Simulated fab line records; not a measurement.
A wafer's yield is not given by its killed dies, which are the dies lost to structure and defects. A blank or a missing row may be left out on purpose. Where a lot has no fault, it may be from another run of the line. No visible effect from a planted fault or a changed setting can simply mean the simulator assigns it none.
fab line records ; flow nandHarc
record lots=24; wafers=72; lastDay=34
route steps=1302 shown A_CONTACT@1010
lots with no fault: from the same line, run without faults
startH: start of the lot's first displayed wafer, in hours after the record's first day ; waitH: hours since the lot's step before ; " as in the row above ; L1.1+2: several wafers, shown together as one row ; - no value, or no start given ; * or withheld: withheld ; < > ~ a bound
route shown NAME@n: NAME is a module with steps in the file, n the number in the route of the first one ; usual: mean/standard deviation of fault-free wafers ; same: alike in all rows ; chamber/n: place in a boat ; sites: the reading at each site ; _std_site: how widely they spread, as a standard deviation ; _edge_site: mean of outer sites minus mean of inner sites ; radiusMm: for every site, how far away it sits from the centre of the wafer ; mask NAME#n: copy n ; behind: the tool/chamber that last shaped the wafer ; hold: why the lot was held/for how many hours/how that ended ; device: transistor that didn't switch, given as n, p or np ; end of line: the route-end tests of the same wafers ; for a step that has no rows: nothing shown but its recipe ; killed: at the first sort, the dies lost to defects and structure; wafer yield is something else ; map: shows each die of a wafer: x if killed, . if not, _ if none is there
set.NAME: setting as actually run; set.NAME@STEP: the setting as run at that earlier step ; model.NAME: the simulator's own value behind a step, which no gauge read
a sample of lots followed through the steps of the route, with each step as a table and each wafer as a row
services: from which hour (startH, from the record's first day; less than 0 if before it) a tool's chamber was out of use, for how many hours, and why
## steps
# step NHARC_A_CONTACT_ETCH_116
# recipe sourceW=withheld; pressureMtorr=20; biasV=3000; timeS=190; targetDepthA=18500; arFlowSccm=withheld; c4f8FlowSccm=withheld; o2FlowSccm=withheld; chemistry=C4F8/O2/Ar
lot.wafer;tool;chamber;startH;waitH;rfHoursCounterH
L075.2;harCapEtch-02;0;504.45;0.1;85
L075.1;harCapEtch-02;1;504.45;0.1;85
L075.4;harCapEtch-02;1;504.45;0.1;-
L074.3;harCapEtch-03;1;505.16;0.1;-
L074.4;harCapEtch-03;0;505.16;0.1;-
L074.6;harCapEtch-03;0;505.16;0.1;-
L076.1;harCapEtch-02;0;511.65;0.1;87
L076.4;harCapEtch-02;0;511.65;0.1;-
L076.6;harCapEtch-02;0;511.65;0.1;-
L077.1;harCapEtch-02;1;520.11;0.1;90
L077.3;harCapEtch-02;1;520.11;0.1;-
L077.5;harCapEtch-02;1;520.11;0.1;-
L079.1;harCapEtch-03;1;534.02;0.1;46
L079.4;harCapEtch-03;1;534.02;0.1;-
L079.5;harCapEtch-03;1;534.02;0.1;-
L078.2;harCapEtch-02;0;534.67;0.1;93
L078.3;harCapEtch-02;0;534.67;0.1;-
L078.4;harCapEtch-02;1;534.67;0.1;-
L080.3;harCapEtch-02;1;559.41;0.1;-
L080.4;harCapEtch-02;0;559.41;0.1;-
L080.5;harCapEtch-02;0;559.41;0.1;-
L082.1;harCapEtch-02;1;589.80;0.1;100
L082.2;harCapEtch-02;0;589.80;0.1;100
L082.6;harCapEtch-02;0;589.80;0.1;-
L081.2;harCapEtch-03;0;589.97;0.1;53
L081.5;harCapEtch-03;0;589.97;0.1;-
L081.6;harCapEtch-03;1;589.97;0.1;-
L083.1;harCapEtch-01;0;594.57;0.1;11
L083.2;harCapEtch-01;1;594.57;0.1;11
L083.6;harCapEtch-01;1;594.57;0.1;-
L084.1;harCapEtch-02;0;597.29;0.1;102
L084.3;harCapEtch-02;1;597.29;0.1;-
L084.6;harCapEtch-02;0;597.29;0.1;-
L085.1;harCapEtch-02;1;616.73;0.1;106
L085.2;harCapEtch-02;0;616.73;0.1;106
L085.5;harCapEtch-02;0;616.73;0.1;-
L086.2;harCapEtch-03;0;617.68;0.1;59
L086.4;harCapEtch-03;1;617.68;0.1;-
L086.6;harCapEtch-03;1;617.68;0.1;-
L088.2;harCapEtch-01;1;638.29;0.1;20
L088.4;harCapEtch-01;0;638.29;0.1;-
L088.5;harCapEtch-01;1;638.29;0.1;-
L089.2;harCapEtch-03;0;640.43;0.1;63
L089.3;harCapEtch-03;0;640.43;0.1;-
L089.4;harCapEtch-03;1;640.43;0.1;-
L087.2;harCapEtch-02;0;644.31;0.2;113
L087.3;harCapEtch-02;1;644.31;0.2;-
L087.5;harCapEtch-02;0;644.31;0.2;-
L090.2;harCapEtch-02;1;670.45;0.3;117
L090.4;harCapEtch-02;0;670.45;0.3;-
L090.3;harCapEtch-02;1;670.45;0.3;-
L091.2;harCapEtch-01;0;679.33;0.1;26
L091.4;harCapEtch-01;0;679.33;0.1;-
L091.5;harCapEtch-01;0;679.33;0.1;-
L092.1;harCapEtch-03;0;679.68;0.1;70
L092.3;harCapEtch-03;0;679.68;0.1;-
L092.6;harCapEtch-03;0;679.68;0.1;-
L093.1;harCapEtch-02;1;713.85;0.1;123
L093.4;harCapEtch-02;0;713.85;0.1;-
L093.6;harCapEtch-02;0;713.85;0.1;-
L094.1;harCapEtch-01;0;713.97;0.1;32
L094.2;harCapEtch-01;1;713.97;0.1;32
L094.4;harCapEtch-01;0;713.97;0.1;-
L095.1;harCapEtch-03;1;715.47;0.1;75
L095.3;harCapEtch-03;1;715.47;0.1;-
L095.5;harCapEtch-03;1;715.47;0.1;-
L096.2;harCapEtch-02;1;729.92;0.1;127
L096.6;harCapEtch-02;0;729.92;0.1;-
L096.5;harCapEtch-02;1;729.92;0.1;-
L097.1;harCapEtch-01;0;730.80;0.1;36
L097.4;harCapEtch-01;0;730.80;0.1;-
L097.5;harCapEtch-01;1;730.80;0.1;-
# step NHARC_A_CONTACT_ETCH_122
# recipe sourceW=withheld; pressureMtorr=20; biasV=3000; timeS=190; targetDepthA=18500; arFlowSccm=withheld; c4f8FlowSccm=withheld; o2FlowSccm=withheld; chemistry=C4F8/O2/Ar
lot.wafer;tool;chamber;startH;waitH;rfHoursCounterH
L075.2;harCapEtch-02;0;505.47;0.1;86
L075.1;harCapEtch-02;1;505.47;0.1;86
L075.4;harCapEtch-02;1;505.47;0.1;-
L074.3;harCapEtch-03;1;506.19;0.1;-
L074.4;harCapEtch-03;0;506.19;0.1;-
L074.6;harCapEtch-03;0;506.19;0.1;-
L076.1;harCapEtch-02;0;512.67;0.1;88
L076.4;harCapEtch-02;0;512.67;0.1;-
L076.6;harCapEtch-02;0;512.67;0.1;-
L077.1;harCapEtch-02;1;521.14;0.1;91
L077.3;harCapEtch-02;1;521.14;0.1;-
L077.5;harCapEtch-02;1;521.14;0.1;-
L079.1;harCapEtch-03;1;535.05;0.1;47
L079.4;harCapEtch-03;1;535.05;0.1;-
L079.5;harCapEtch-03;1;535.05;0.1;-
L078.2;harCapEtch-02;0;535.68;0.1;94
L078.3;harCapEtch-02;0;535.68;0.1;-
L078.4;harCapEtch-02;1;535.68;0.1;-
L080.3;harCapEtch-02;1;560.44;0.1;-
L080.4;harCapEtch-02;0;560.44;0.1;-
L080.5;harCapEtch-02;0;560.44;0.1;-
L082.1;harCapEtch-02;1;590.83;0.1;101
L082.2;harCapEtch-02;0;590.83;0.1;101
L082.6;harCapEtch-02;0;590.83;0.1;-
L081.2;harCapEtch-03;0;590.99;0.1;54
L081.5;harCapEtch-03;0;590.99;0.1;-
L081.6;harCapEtch-03;1;590.99;0.1;-
L083.1;harCapEtch-01;0;595.59;0.1;12
L083.2;harCapEtch-01;1;595.59;0.1;12
L083.6;harCapEtch-01;1;595.59;0.1;-
L084.1;harCapEtch-02;0;598.31;0.1;103
L084.3;harCapEtch-02;1;598.31;0.1;-
L084.6;harCapEtch-02;0;598.31;0.1;-
L085.1;harCapEtch-02;1;617.76;0.1;107
L085.2;harCapEtch-02;0;617.76;0.1;107
L085.5;harCapEtch-02;0;617.76;0.1;-
L086.2;harCapEtch-03;0;618.71;0.1;60
L086.4;harCapEtch-03;1;618.71;0.1;-
L086.6;harCapEtch-03;1;618.71;0.1;-
L088.2;harCapEtch-01;1;639.31;0.1;20
L088.4;harCapEtch-01;0;639.31;0.1;-
L088.5;harCapEtch-01;1;639.31;0.1;-
L089.2;harCapEtch-03;0;641.74;0.2;64
L089.3;harCapEtch-03;0;641.74;0.2;-
L089.4;harCapEtch-03;1;641.74;0.2;-
L087.2;harCapEtch-02;0;645.68;0.2;114
L087.3;harCapEtch-02;1;645.68;0.2;-
L087.5;harCapEtch-02;0;645.68;0.2;-
L090.2;harCapEtch-02;1;672.27;0.3;118
L090.4;harCapEtch-02;0;672.27;0.3;-
L090.3;harCapEtch-02;1;672.27;0.3;-
L091.2;harCapEtch-01;0;680.35;0.1;27
L091.4;harCapEtch-01;0;680.35;0.1;-
L091.5;harCapEtch-01;0;680.35;0.1;-
L092.1;harCapEtch-03;0;680.69;0.1;71
L092.3;harCapEtch-03;0;680.69;0.1;-
L092.6;harCapEtch-03;0;680.69;0.1;-
L093.1;harCapEtch-02;1;714.88;0.1;123
L093.4;harCapEtch-02;0;714.88;0.1;-
L093.6;harCapEtch-02;0;714.88;0.1;-
L094.1;harCapEtch-01;0;714.99;0.1;33
L094.2;harCapEtch-01;1;714.99;0.1;33
L094.4;harCapEtch-01;0;714.99;0.1;-
L095.1;harCapEtch-03;1;716.49;0.1;76
L095.3;harCapEtch-03;1;716.49;0.1;-
L095.5;harCapEtch-03;1;716.49;0.1;-
L096.2;harCapEtch-02;1;730.95;0.1;128
L096.6;harCapEtch-02;0;730.95;0.1;-
L096.5;harCapEtch-02;1;730.95;0.1;-
L097.1;harCapEtch-01;0;731.83;0.1;37
L097.4;harCapEtch-01;0;731.83;0.1;-
L097.5;harCapEtch-01;1;731.83;0.1;-
# step NHARC_A_CONTACT_CD_MEAS_69
# recipe targetCdNm=300; landingEnergyEv=500
# usual cdNm=300.0/0.42
lot.wafer;tool;chamber;startH;waitH;cdNm
L075.1;cdSem-03;0;513.09;-;300.8
L075.2;cdSem-03;0;513.09;-;301.1
L075.4;cdSem-03;0;513.09;-;301.0
L074.3;cdSem-01;0;516.09;-;300.1
L074.4;cdSem-01;0;516.09;-;299.9
L074.6;cdSem-01;0;516.09;-;299.4
L076.1;cdSem-01;0;521.27;-;300.0
L076.4;cdSem-01;0;521.27;-;300.6
L076.6;cdSem-01;0;521.27;-;299.9
L077.1;cdSem-02;0;527.46;-;300.3
L077.3;cdSem-02;0;527.46;-;300.8
L077.5;cdSem-02;0;527.46;-;299.7
L079.1;cdSem-03;0;541.22;-;300.1
L079.4;cdSem-03;0;541.22;-;300.0
L079.5;cdSem-03;0;541.22;-;300.3
L078.2;cdSem-03;0;541.98;-;299.4
L078.3;cdSem-03;0;541.98;-;299.7
L078.4;cdSem-03;0;541.98;-;299.7
L080.3;cdSem-01;0;566.68;-;300.0
L080.4;cdSem-01;0;566.68;-;299.9
L080.5;cdSem-01;0;566.68;-;299.6
L082.1;cdSem-01;0;601.54;-;300.2
L082.2;cdSem-01;0;601.54;-;300.3
L082.6;cdSem-01;0;601.54;-;299.8
L081.2;cdSem-01;0;602.63;-;300.6
L081.5;cdSem-01;0;602.63;-;300.3
L081.6;cdSem-01;0;602.63;-;300.2
L083.1;cdSem-03;0;605.12;-;299.2
L083.2;cdSem-03;0;605.12;-;299.9
L083.6;cdSem-03;0;605.12;-;300.1
L084.1;cdSem-02;0;606.72;-;300.1
L084.3;cdSem-02;0;606.72;-;300.1
L084.6;cdSem-02;0;606.72;-;299.7
L085.1;cdSem-01;0;629.04;-;299.9
L085.2;cdSem-01;0;629.04;-;299.7
L085.5;cdSem-01;0;629.04;-;299.6
L086.2;cdSem-02;0;629.28;-;300.1
L086.4;cdSem-02;0;629.28;-;300.1
L086.6;cdSem-02;0;629.28;-;300.3
L088.2;cdSem-01;0;646.17;-;299.5
L088.4;cdSem-01;0;646.17;-;299.6
L088.5;cdSem-01;0;646.17;-;300.1
L089.2;cdSem-01;0;648.13;-;299.6
L089.3;cdSem-01;0;648.13;-;299.9
L089.4;cdSem-01;0;648.13;-;299.5
L087.2;cdSem-03;0;652.40;-;299.7
L087.3;cdSem-03;0;652.40;-;299.9
L087.5;cdSem-03;0;652.40;-;299.7
L090.2;cdSem-03;0;683.49;-;299.9
L090.3;cdSem-03;0;683.49;-;300.6
L090.4;cdSem-03;0;683.49;-;300.0
L091.2;cdSem-03;0;688.37;-;299.8
L091.4;cdSem-03;0;688.37;-;299.9
L091.5;cdSem-03;0;688.37;-;299.7
L092.1;cdSem-03;0;692.45;-;299.5
L092.3;cdSem-03;0;692.45;-;299.4
L092.6;cdSem-03;0;692.45;-;299.7
L093.1;cdSem-02;0;721.86;-;300.3
L093.4;cdSem-02;0;721.86;-;299.9
L093.6;cdSem-02;0;721.86;-;300.0
L094.1;cdSem-03;0;722.69;-;299.2
L094.2;cdSem-03;0;722.69;-;299.7
L094.4;cdSem-03;0;722.69;-;299.3
L095.1;cdSem-03;0;723.64;-;300.5
L095.3;cdSem-03;0;723.64;-;300.8
L095.5;cdSem-03;0;723.64;-;300.5
L096.2;cdSem-03;0;737.31;-;300.4
L096.5;cdSem-03;0;737.31;-;300.8
L096.6;cdSem-03;0;737.31;-;300.0
L097.1;cdSem-02;0;738.07;-;300.1
L097.4;cdSem-02;0;738.07;-;299.9
L097.5;cdSem-02;0;738.07;-;300.1
# step NHARC_A_CONTACT_ETCH_128
# recipe sourceW=withheld; pressureMtorr=20; biasV=3000; timeS=197; targetDepthA=19180; arFlowSccm=withheld; c4f8FlowSccm=withheld; o2FlowSccm=withheld; chemistry=C4F8/O2/Ar
lot.wafer;tool;chamber;startH;waitH;rfHoursCounterH
L075.2;harCapEtch-01;0;515.63;0.1;1
L075.1;harCapEtch-01;1;515.63;0.1;1
L075.4;harCapEtch-01;0;515.63;0.1;-
L074.3;harCapEtch-03;0;518.61;0.1;-
L074.4;harCapEtch-03;1;518.61;0.1;-
L074.6;harCapEtch-03;1;518.61;0.1;-
L076.1;harCapEtch-03;1;523.75;0.1;45
L076.4;harCapEtch-03;0;523.75;0.1;-
L076.6;harCapEtch-03;0;523.75;0.1;-
L077.1;harCapEtch-01;1;529.90;0.1;4
L077.3;harCapEtch-01;0;529.90;0.1;-
L077.5;harCapEtch-01;1;529.90;0.1;-
L079.1;harCapEtch-01;1;543.70;0.1;7
L079.4;harCapEtch-01;1;543.70;0.1;-
L079.5;harCapEtch-01;0;543.70;0.1;-
L078.2;harCapEtch-02;1;544.74;0.2;95
L078.4;harCapEtch-02;0;544.74;0.2;-
L078.3;harCapEtch-02;1;544.74;0.2;-
L080.4;harCapEtch-03;1;569.20;0.1;-
L080.3;harCapEtch-03;0;569.20;0.1;-
L080.5;harCapEtch-03;1;569.20;0.1;-
L082.1;harCapEtch-03;1;604.02;0.1;55
L082.2;harCapEtch-03;0;604.02;0.1;55
L082.6;harCapEtch-03;1;604.02;0.1;-
L081.2;harCapEtch-01;1;605.58;0.1;14
L081.5;harCapEtch-01;1;605.58;0.1;-
L081.6;harCapEtch-01;0;605.58;0.1;-
L083.2;harCapEtch-02;0;607.59;0.1;104
L083.1;harCapEtch-02;1;607.59;0.1;104
L083.6;harCapEtch-02;1;607.59;0.1;-
L084.1;harCapEtch-03;1;609.56;0.1;57
L084.3;harCapEtch-03;0;609.56;0.1;-
L084.6;harCapEtch-03;0;609.56;0.1;-
L085.1;harCapEtch-03;1;631.60;0.1;61
L085.2;harCapEtch-03;0;631.60;0.1;61
L085.5;harCapEtch-03;0;631.60;0.1;-
L086.2;harCapEtch-02;0;631.77;0.1;109
L086.4;harCapEtch-02;0;631.77;0.1;-
L086.6;harCapEtch-02;0;631.77;0.1;-
L088.2;harCapEtch-03;0;648.92;0.4;65
L088.4;harCapEtch-03;1;648.92;0.4;-
L088.5;harCapEtch-03;0;648.92;0.4;-
L089.2;harCapEtch-01;0;650.59;0.1;23
L089.4;harCapEtch-01;0;650.59;0.1;-
L089.3;harCapEtch-01;1;650.59;0.1;-
L087.2;harCapEtch-02;0;656.04;0.2;115
L087.3;harCapEtch-02;0;656.04;0.2;-
L087.5;harCapEtch-02;1;656.04;0.2;-
L090.2;harCapEtch-02;1;685.98;0.1;119
L090.3;harCapEtch-02;0;685.98;0.1;-
L090.4;harCapEtch-02;1;685.98;0.1;-
L091.2;harCapEtch-01;1;690.84;0.1;28
L091.4;harCapEtch-01;1;690.84;0.1;-
L091.5;harCapEtch-01;1;690.84;0.1;-
L092.1;harCapEtch-02;0;695.09;0.1;121
L092.3;harCapEtch-02;1;695.09;0.1;-
L092.6;harCapEtch-02;0;695.09;0.1;-
L093.1;harCapEtch-02;1;724.33;0.1;125
L093.4;harCapEtch-02;0;724.33;0.1;-
L093.6;harCapEtch-02;1;724.33;0.1;-
L094.1;harCapEtch-01;1;725.16;0.1;34
L094.2;harCapEtch-01;0;725.16;0.1;34
L094.4;harCapEtch-01;1;725.16;0.1;-
L095.1;harCapEtch-03;0;726.12;0.1;77
L095.3;harCapEtch-03;0;726.12;0.1;-
L095.5;harCapEtch-03;0;726.12;0.1;-
L096.2;harCapEtch-01;0;739.81;0.1;38
L096.6;harCapEtch-01;1;739.81;0.1;-
L096.5;harCapEtch-01;0;739.81;0.1;-
L097.1;harCapEtch-02;1;740.57;0.1;130
L097.4;harCapEtch-02;1;740.57;0.1;-
L097.5;harCapEtch-02;0;740.57;0.1;-
# step NHARC_A_CONTACT_ETCH_91
# recipe targetDepthA=400; overEtchFrac=0.5; timeS=85.7; ionEnergyEv=120; ch3fFlowSccm=50; o2FlowSccm=30; arFlowSccm=200; rfW=500; biasW=100; chemistry=CH3F/O2
# usual drypumpMotorCurrentA=6.0/0.39; oesProductAu=0.942/0.028; rfVppV=243.7/1.7; showerheadPlenumPTorr=2.42/0.1; throttleValvePct=20.662/0.009
lot.wafer;tool;chamber;startH;waitH;drypumpMotorCurrentA;oesProductAu;rfHoursCounterH;rfVppV;showerheadPlenumPTorr;throttleValvePct
L075.4;rieDiel-07;2;517.30;0.6;6.5;1.003;10;245.5;2.46;20.659
L075.1;rieDiel-07;3;517.30;0.6;5.1;0.995;9;243.4;2.37;20.673
L075.2;rieDiel-07;0;517.30;0.6;6.1;0.986;7;244.7;2.49;20.680
L074.4;rieDiel-04;3;520.22;0.5;6.0;0.920;56;243.2;2.38;20.665
L074.3;rieDiel-04;1;520.22;0.5;6.7;0.995;56;243.4;2.52;20.661
L074.6;rieDiel-04;3;520.22;0.5;6.0;0.929;-;243.4;2.38;20.671
L076.4;rieDiel-09;3;525.40;0.6;5.9;0.926;3;247.5;2.59;20.673
L076.1;rieDiel-09;1;525.40;0.6;6.4;0.938;4;244.0;2.40;20.656
L076.6;rieDiel-09;3;525.40;0.6;5.9;0.934;-;245.9;2.59;20.670
L077.3;rieDiel-09;1;531.58;0.5;6.4;0.924;5;242.7;2.39;20.667
L077.1;rieDiel-09;3;531.58;0.5;5.9;0.934;4;247.0;2.59;20.673
L077.5;rieDiel-09;0;531.58;0.5;5.6;0.917;-;243.4;2.35;20.655
L079.4;rieDiel-09;2;545.37;0.6;5.9;0.936;9;240.6;2.32;20.671
L079.1;rieDiel-09;0;545.37;0.6;5.6;0.925;7;242.0;2.35;20.664
L079.5;rieDiel-09;3;545.37;0.6;5.9;0.943;-;245.8;2.59;20.662
L078.4;rieDiel-09;3;546.81;0.6;5.8;0.931;7;246.6;2.59;20.667
L078.2;rieDiel-09;1;546.81;0.6;6.4;0.936;8;243.8;2.39;20.654
L078.3;rieDiel-09;2;546.81;0.6;5.9;0.932;9;241.4;2.32;20.681
L080.3;rieDiel-09;1;570.81;0.5;6.5;0.959;12;243.6;2.39;20.651
L080.4;rieDiel-09;3;570.81;0.5;5.9;0.952;10;246.1;2.59;20.653
L080.5;rieDiel-09;2;570.81;0.5;5.9;0.954;-;243.0;2.32;20.676
L082.1;rieDiel-07;2;605.70;0.7;6.5;0.931;41;243.3;2.45;20.671
L082.2;rieDiel-07;1;605.70;0.7;6.1;0.936;42;246.5;2.59;20.670
L082.6;rieDiel-07;2;605.70;0.7;6.5;0.939;-;244.0;2.45;20.677
L081.2;rieDiel-09;3;607.30;0.8;5.8;0.983;15;246.1;2.59;20.660
L081.5;rieDiel-09;0;607.30;0.8;5.6;0.973;-;243.7;2.34;20.670
L081.6;rieDiel-09;1;607.30;0.8;6.5;0.980;-;244.9;2.39;20.651
L083.2;rieDiel-09;3;609.28;0.7;5.9;0.927;15;246.1;2.59;20.673
L083.1;rieDiel-09;0;609.28;0.7;5.6;0.927;14;243.2;2.34;20.663
L083.6;rieDiel-09;1;609.28;0.7;6.4;0.933;-;242.4;2.39;20.659
L084.1;rieDiel-09;0;611.21;0.6;5.6;0.926;14;243.7;2.34;20.643
L084.3;rieDiel-09;2;611.21;0.6;5.8;0.931;18;242.2;2.31;20.645
L084.6;rieDiel-09;0;611.21;0.6;5.6;0.915;-;241.3;2.34;20.668
L085.2;rieDiel-09;3;633.28;0.7;5.9;0.930;20;246.4;2.59;20.671
L085.1;rieDiel-09;0;633.28;0.7;5.6;0.920;19;243.5;2.34;20.661
L085.5;rieDiel-09;2;633.28;0.7;5.9;0.931;-;240.4;2.31;20.664
L086.4;rieDiel-07;2;633.44;0.6;6.5;0.933;47;243.6;2.45;20.665
L086.2;rieDiel-07;3;633.44;0.6;5.1;0.931;43;241.9;2.36;20.658
L086.6;rieDiel-07;1;633.44;0.6;6.1;0.931;-;246.4;2.59;20.678
L088.2;rieDiel-09;2;650.59;0.7;5.9;0.922;26;242.2;2.31;20.654
L088.4;rieDiel-09;1;650.59;0.7;6.5;0.929;24;243.9;2.39;20.646
L088.5;rieDiel-09;3;650.59;0.7;5.9;0.921;-;245.6;2.58;20.665
L089.2;rieDiel-09;1;652.26;0.7;6.5;0.921;24;243.5;2.39;20.655
L089.4;rieDiel-09;2;652.26;0.7;5.9;0.924;27;241.3;2.31;20.672
L089.3;rieDiel-09;0;652.26;0.7;5.6;0.913;22;241.3;2.34;20.664
L087.3;rieDiel-04;1;658.11;0.6;6.7;0.934;40;245.0;2.50;20.672
L087.2;rieDiel-04;2;658.11;0.6;6.3;0.925;39;242.7;2.34;20.665
L087.5;rieDiel-04;1;658.11;0.6;6.7;0.931;-;244.6;2.50;20.670
L090.4;rieDiel-09;0;687.62;0.5;5.6;0.943;1;241.5;2.34;20.665
L090.2;rieDiel-09;2;687.62;0.5;5.8;0.957;1;240.9;2.31;20.665
L090.3;rieDiel-09;3;687.62;0.5;5.9;0.946;1;245.4;2.58;20.666
L091.2;rieDiel-04;2;692.47;0.6;6.3;0.932;50;242.4;2.34;20.673
L091.4;rieDiel-04;0;692.47;0.6;6.1;0.909;54;245.4;2.64;20.671
L091.5;rieDiel-04;3;692.47;0.6;6.0;0.921;-;241.9;2.36;20.665
L092.3;rieDiel-04;3;696.73;0.6;6.0;0.929;55;244.1;2.36;20.656
L092.1;rieDiel-04;2;696.73;0.6;6.3;0.922;51;243.4;2.34;20.657
L092.6;rieDiel-04;0;696.73;0.6;6.1;0.926;-;248.0;2.64;20.658
L093.1;rieDiel-09;3;726.01;0.7;5.9;0.919;7;245.5;2.58;20.671
L093.4;rieDiel-09;0;726.01;0.7;5.6;0.916;8;243.1;2.34;20.668
L093.6;rieDiel-09;3;726.01;0.7;5.8;0.918;-;245.1;2.58;20.660
L094.4;rieDiel-09;0;726.82;0.6;5.6;0.999;8;242.9;2.34;20.655
L094.2;rieDiel-09;2;726.82;0.6;5.8;0.996;7;241.6;2.31;20.664
L094.1;rieDiel-09;3;726.82;0.6;5.9;1.005;7;245.4;2.58;20.668
L095.3;rieDiel-07;0;727.80;0.5;6.1;0.935;26;244.8;2.46;20.666
L095.1;rieDiel-07;1;727.80;0.5;6.1;0.935;28;247.5;2.58;20.649
L095.5;rieDiel-07;2;727.80;0.5;6.5;0.994;-;244.0;2.44;20.649
L096.2;rieDiel-09;2;741.48;0.7;5.9;0.928;9;242.5;2.31;20.650
L096.5;rieDiel-09;0;741.48;0.7;5.6;0.929;-;241.7;2.34;20.649
L096.6;rieDiel-09;1;741.48;0.7;6.5;0.933;-;241.7;2.38;20.663
L097.4;rieDiel-09;0;742.21;0.5;5.5;1.002;10;242.9;2.34;20.662
L097.1;rieDiel-09;3;742.21;0.5;5.9;1.007;9;246.4;2.58;20.648
L097.5;rieDiel-09;1;742.21;0.5;6.4;1.003;-;242.9;2.38;20.657
# step NHARC_A_CONTACT_CD_MEAS_80
# usual cdNm=289.6/0.87
lot.wafer;tool;chamber;startH;waitH;cdNm
L075.1;cdSem-03;-;517.52;-;290.1
L075.2;cdSem-03;-;517.52;-;290.5
L075.4;cdSem-03;-;517.52;-;289.9
L074.3;cdSem-02;-;520.44;-;290.9
L074.4;cdSem-02;-;520.44;-;290.4
L074.6;cdSem-02;-;520.44;-;290.7
L076.1;cdSem-03;-;525.60;-;289.6
L076.4;cdSem-03;-;525.60;-;288.7
L076.6;cdSem-03;-;525.60;-;288.8
L077.1;cdSem-02;-;531.79;-;289.9
L077.3;cdSem-02;-;531.79;-;290.2
L077.5;cdSem-02;-;531.79;-;289.7
L079.1;cdSem-03;-;545.59;-;288.2
L079.4;cdSem-03;-;545.59;-;288.0
L079.5;cdSem-03;-;545.59;-;288.1
L078.2;cdSem-02;-;547.03;-;290.4
L078.3;cdSem-02;-;547.03;-;289.6
L078.4;cdSem-02;-;547.03;-;289.7
L080.3;cdSem-02;-;571.03;-;288.8
L080.4;cdSem-02;-;571.03;-;288.7
L080.5;cdSem-02;-;571.03;-;288.3
L082.1;cdSem-03;-;605.95;-;288.2
L082.2;cdSem-03;-;605.95;-;288.0
L082.6;cdSem-03;-;605.95;-;287.6
L081.2;cdSem-03;-;607.48;-;288.8
L081.5;cdSem-03;-;607.48;-;288.9
L081.6;cdSem-03;-;607.48;-;289.1
L083.1;cdSem-01;-;609.47;-;290.2
L083.2;cdSem-01;-;609.47;-;290.4
L083.6;cdSem-01;-;609.47;-;290.6
L084.1;cdSem-02;-;611.44;-;289.5
L084.3;cdSem-02;-;611.44;-;288.6
L084.6;cdSem-02;-;611.44;-;289.3
L085.1;cdSem-03;-;633.48;-;290.4
L085.2;cdSem-03;-;633.48;-;290.3
L085.5;cdSem-03;-;633.48;-;289.8
L086.2;cdSem-02;-;633.65;-;289.1
L086.4;cdSem-02;-;633.65;-;289.9
L086.6;cdSem-02;-;633.65;-;289.2
L088.2;cdSem-03;-;650.81;-;290.2
L088.4;cdSem-03;-;650.81;-;291.5
L088.5;cdSem-03;-;650.81;-;290.3
L089.2;cdSem-02;-;652.48;-;289.0
L089.3;cdSem-02;-;652.48;-;287.8
L089.4;cdSem-02;-;652.48;-;287.8
L087.2;cdSem-01;-;658.34;-;290.6
L087.3;cdSem-01;-;658.34;-;290.3
L087.5;cdSem-01;-;658.34;-;290.5
L090.2;cdSem-03;-;687.84;-;289.9
L090.3;cdSem-03;-;687.84;-;289.7
L090.4;cdSem-03;-;687.84;-;290.2
L091.2;cdSem-01;-;692.69;-;290.5
L091.4;cdSem-01;-;692.69;-;290.5
L091.5;cdSem-01;-;692.69;-;290.4
L092.1;cdSem-01;-;696.95;-;291.4
L092.3;cdSem-01;-;696.95;-;290.5
L092.6;cdSem-01;-;696.95;-;290.6
L093.1;cdSem-02;-;726.22;-;289.2
L093.4;cdSem-02;-;726.22;-;289.6
L093.6;cdSem-02;-;726.22;-;289.6
L094.1;cdSem-03;-;727.04;-;290.6
L094.2;cdSem-03;-;727.04;-;290.2
L094.4;cdSem-03;-;727.04;-;290.3
L095.1;cdSem-01;-;728.02;-;290.2
L095.3;cdSem-01;-;728.02;-;290.0
L095.5;cdSem-01;-;728.02;-;290.2
L096.2;cdSem-01;-;741.67;-;289.5
L096.5;cdSem-01;-;741.67;-;289.9
L096.6;cdSem-01;-;741.67;-;290.0
L097.1;cdSem-01;-;742.43;-;289.8
L097.4;cdSem-01;-;742.43;-;289.9
L097.5;cdSem-01;-;742.43;-;289.7
## services
tool;chamber;startH;hours;kind
rieDiel-09;-;497.10;9.0;pm
rieDiel-09;0;497.10;9.0;ventCycle
rieDiel-09;1;497.10;9.0;ventCycle
rieDiel-09;2;497.10;9.0;ventCycle
rieDiel-09;3;497.10;9.0;ventCycle
harCapEtch-01;-;497.24;17.0;pm
harCapEtch-01;0;497.24;17.0;ventCycle
harCapEtch-01;1;497.24;17.0;ventCycle
rieDiel-07;-;510.32;0.1;repair
harCapEtch-01;0;514.24;-;clean
harCapEtch-01;1;514.24;-;clean
rieDiel-04;-;533.09;9.0;pm
rieDiel-07;0;544.77;7.0;repair
rieDiel-04;-;611.73;0.7;repair
rieDiel-09;1;624.67;4.9;repair
rieDiel-07;0;634.89;8.1;repair
rieDiel-07;-;651.93;9.0;pm
rieDiel-09;-;662.10;3.7;repair
rieDiel-09;-;674.10;9.0;pm
rieDiel-07;3;700.75;5.1;repair
rieDiel-07;2;704.29;22.1;repair
rieDiel-04;1;704.74;2.4;repair
rieDiel-04;-;710.09;9.0;pm
rieDiel-07;-;736.39;1.2;repair
## key
fault none
